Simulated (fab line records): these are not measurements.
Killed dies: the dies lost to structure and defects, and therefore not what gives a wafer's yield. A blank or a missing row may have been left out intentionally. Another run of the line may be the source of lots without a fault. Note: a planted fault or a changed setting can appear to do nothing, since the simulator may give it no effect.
Chamber matching    flow nandHarc    NHARC_P_M2_DESCUM_14 on rieDiel-11: 3 sister chambers
The step chemistry O2, time 3 s. 18 wafers are shown with their chamber, then 7 later ones without.

WAFERS WITH THEIR CHAMBER
wafer   chamber  showerheadPlenumPTorr (Torr)  drypumpMotorCurrentA (A)  oesProductAu (a.u.)
L076.2  2        1.85                          5.9                       1.010
L076.5  2        1.85                          5.9                       1.016
L076.6  1        1.84                          6.2                       0.995
L078.3  2        1.85                          5.9                       1.013
L078.4  0        1.98                          6.0                       1.014
L078.6  0        1.98                          6.0                       1.010
L079.1  0        1.98                          6.0                       1.012
L079.2  1        1.83                          6.2                       1.002
L079.3  2        1.85                          5.9                       1.011
L081.2  0        1.98                          6.0                       0.993
L081.3  2        1.85                          5.9                       1.024
L081.5  2        1.85                          5.9                       1.011
L084.1  1        1.83                          6.3                       0.993
L084.3  2        1.85                          5.9                       1.027
L084.6  0        1.98                          5.9                       0.998
L085.1  0        1.98                          6.0                       1.012
L085.2  1        1.83                          6.2                       0.999
L085.4  2        1.85                          5.9                       1.016

SIGNATURES, as means of the wafers listed above
reading                chamber 0  chamber 1  chamber 2  scatter within a chamber
showerheadPlenumPTorr  1.9800     1.8325     1.8500     0.00224
drypumpMotorCurrentA   5.983      6.225      5.900      0.0325
oesProductAu           1.00650    0.99725    1.01600    0.00689
Rule: a wafer's distance from a chamber is the root of the sum, over the readings, of the square of ((its reading less the chamber's mean) divided by the reading's scatter). The wafer belongs to the nearest chamber; if the next one is less than 2 further off, it can't be placed. The scatter: take each reading less its chamber's mean, square it, sum over the shown wafers, divide by the number of wafers less the number of chambers, and take the root.

WAFERS MISSING THEIR CHAMBER
wafer   showerheadPlenumPTorr (Torr)  drypumpMotorCurrentA (A)  oesProductAu (a.u.)
L086.1  1.85                          5.9                       1.019
L086.4  1.83                          6.2                       0.993
L091.1  1.83                          6.2                       0.991
L091.2  1.97                          6.0                       1.006
L095.3  1.97                          5.9                       0.996
L095.5  1.83                          6.3                       1.003
L095.6  1.84                          5.9                       0.993

WHICH CHAMBER EACH WENT THROUGH
wafer   from the rows above  in truth
L086.1  2                    2
L086.4  1                    1
L091.1  1                    1
L091.2  0                    0
L095.3  0                    0
L095.5  1                    1
L095.6  2                    2
Correctly placed: 7 of 7. Left unplaced by these rows: 0. 0 placed wrongly.
